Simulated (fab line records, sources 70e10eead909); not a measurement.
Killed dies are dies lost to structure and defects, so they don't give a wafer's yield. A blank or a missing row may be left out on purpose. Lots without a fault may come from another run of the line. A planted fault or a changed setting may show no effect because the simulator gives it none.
One fault seen from 2 desks | flow nand_harc | each desk has only its own numbers; what lay behind them comes last

THE METROLOGY DESK
What the gauges read, lot by lot, whatever tool the lot ran on: means of the sampled wafers that have a number. A lot is out of limits, marked OUT, if its mean lies more than 4 standard deviations from the usual mean; the brackets give that distance.
Columns: A = thk_nm at NHARC_A_ONON_D2_THK_MEAS_02, usual 1004 nm; B = thk_nm at NHARC_A_ONON_D2_THK_MEAS_08, usual 994 nm; C = thk_nm at NHARC_A_ONON_D2_THK_MEAS_14, usual 997 nm; D = thk_nm at NHARC_A_ONON_D2_THK_MEAS_24, usual 999 nm
lot  | first seen here | A    | B    | C    | D
L376 | day 12 15:59    | 997  | 993  | 973  | 987
L375 | day 12 16:21    | 995  | 993  | 988  | 988
L377 | day 13 01:50    | 1004 | 978  | 997  | 1013
L378 | day 13 15:05    | 1025 | 999  | 998  | 1013
L379 | day 14 03:10    | 1005 | 1006 | 1008 | 989
L381 | day 14 23:13    | 1021 | 1007 | 1009 | 985
L383 | day 16 09:01    | 990  | 987  | 994  | 1002
L387 | day 17 18:26    | 989  | 1014 | 1006 | 617 (-32) OUT
L389 | day 18 08:48    | 999  | 1003 | 981  | 619 (-32) OUT
L394 | day 20 03:54    | 1029 | 990  | 991  | 1005
L395 | day 20 14:14    | 1006 | 970  | 999  | 987
L396 | day 21 08:59    | 1011 | 992  | 1001 | 997
L397 | day 21 15:47    | 1005 | 1005 | 1011 | 982
L398 | day 22 02:32    | 997  | 1002 | 979  | 1015
This desk's finding: out of limits on L387, L389; first on L387, day 18 05:34 (thk_nm at NHARC_A_ONON_D2_THK_MEAS_24). In limits: L376, L375, L377, L378, L379, L381, L383, L394, L395, L396, L397, L398.

THE TOOL OWNER'S DESK: pecvd_onon-01
The tool's own readings at NHARC_A_ONON_D2_DEP_22 (target thk 1000 nm): means of the sampled wafers that have a number, for each lot that ran on this tool. A lot is out of limits, marked OUT, if its mean lies more than 4 standard deviations from the usual mean; the brackets give that distance.
Columns: A = n2o_flow_sccm at NHARC_A_ONON_D2_DEP_22, usual 2000 sccm; B = nh3_flow_sccm at NHARC_A_ONON_D2_DEP_22, usual 500.2 sccm
lot  | first seen here | A    | B
L376 | day 13 02:56    | 1998 | 500.7
L377 | day 13 12:05    | 1989 | 501.0
L379 | day 14 13:27    | 1999 | 502.0
L387 | day 18 05:06    | 2005 | 501.1
L389 | day 18 19:26    | 1996 | 499.3
L397 | day 22 02:01    | 2005 | 499.4
L398 | day 22 14:38    | 2001 | 499.8
This desk's finding: nothing out of limits on any of the 7 lots.

PUT TOGETHER
The metrology desk could have raised an alarm at day 18 05:34, on L387, L389.
The tool owner's desk saw nothing out of limits.
The tool owner's desk has L387, L389 on record, within its limits.
Of the lots named, all ran NHARC_A_ONON_D2_DEP_22 on pecvd_onon-01.

WHAT THE SIMULATOR HAD PUT IN
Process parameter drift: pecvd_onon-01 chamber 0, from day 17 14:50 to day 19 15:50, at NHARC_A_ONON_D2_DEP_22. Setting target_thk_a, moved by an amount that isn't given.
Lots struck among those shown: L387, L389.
Hours from the fault's start to each desk's first reading out of limits: the metrology desk, 15.
